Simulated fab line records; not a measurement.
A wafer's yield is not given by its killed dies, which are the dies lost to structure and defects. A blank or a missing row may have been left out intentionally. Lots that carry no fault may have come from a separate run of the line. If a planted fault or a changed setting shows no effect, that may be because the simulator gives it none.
Matching of chambers    flow nand_harc    NHARC_A_CONTACT_DESCUM_74 on rie_diel-12: 4 sister chambers
The step chemistry O2, time 3 s. 18 wafers are shown with their chamber, then 9 later ones without.

WAFERS, EACH WITH ITS CHAMBER
wafer   chamber  drypump_motor_current_A (A)  showerhead_plenum_p_Torr (Torr)  throttle_valve_pct (%)
L136.1  0        5.6                          1.77                             11.318
L136.4  1        6.4                          1.84                             11.314
L136.5  3        6.4                          1.89                             11.322
L134.1  1        6.4                          1.84                             11.328
L134.2  0        5.6                          1.77                             11.313
L134.5  2        5.2                          1.91                             11.307
L137.1  1        6.4                          1.84                             11.315
L137.2  0        5.6                          1.77                             11.316
L137.5  0        5.6                          1.77                             11.319
L138.2  0        5.6                          1.77                             11.297
L138.5  2        5.2                          1.91                             11.317
L138.6  3        6.3                          1.88                             11.321
L143.1  1        6.4                          1.83                             11.318
L143.3  2        5.2                          1.91                             11.316
L143.5  0        5.6                          1.76                             11.298
L151.3  3        6.4                          1.88                             11.312
L151.4  0        5.6                          2.07                             11.309
L151.6  0        5.6                          2.07                             11.301

SIGNATURES, as means of the wafers listed above
reading                   chamber 0  chamber 1  chamber 2  chamber 3  scatter within a chamber
drypump_motor_current_A   5.600      6.400      5.200      6.367      0.0218
showerhead_plenum_p_Torr  1.8438     1.8375     1.9100     1.8833     0.0988
throttle_valve_pct        11.30888   11.31875   11.31333   11.31833   0.00765
Rule: for each reading, subtract the chamber's mean from the wafer's reading, divide by that reading's scatter and square the result; add these up over the readings and take the root, which gives the wafer's distance from the chamber. The wafer belongs to the nearest chamber; if the next one is less than 2 further off, it can't be placed. The scatter: take each reading less its chamber's mean, square it, sum over the shown wafers, divide by the number of wafers less the number of chambers, and take the root.

WAFERS WITHOUT THEIR CHAMBER
wafer   drypump_motor_current_A (A)  showerhead_plenum_p_Torr (Torr)  throttle_valve_pct (%)
L154.1  5.2                          1.90                             11.303
L154.4  5.6                          2.07                             11.302
L154.5  6.4                          1.83                             11.304
L156.2  5.6                          2.07                             11.318
L156.4  6.4                          1.83                             11.315
L156.5  5.6                          2.07                             11.311
L155.2  5.6                          2.07                             11.309
L155.3  5.2                          1.90                             11.309
L155.5  6.4                          1.87                             11.312

CHAMBER TAKEN BY EACH
wafer   from the rows above      in truth
L154.1  2                        2
L154.4  0                        0
L154.5  can't be placed: 1 or 3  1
L156.2  0                        0
L156.4  can't be placed: 1 or 3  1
L156.5  0                        0
L155.2  0                        0
L155.3  2                        2
L155.5  can't be placed: 1 or 3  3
Placed correctly: 6 of 9. From these rows, 3 cannot be placed; in 3 the true chamber is one of the candidates. Wrongly placed: 0.
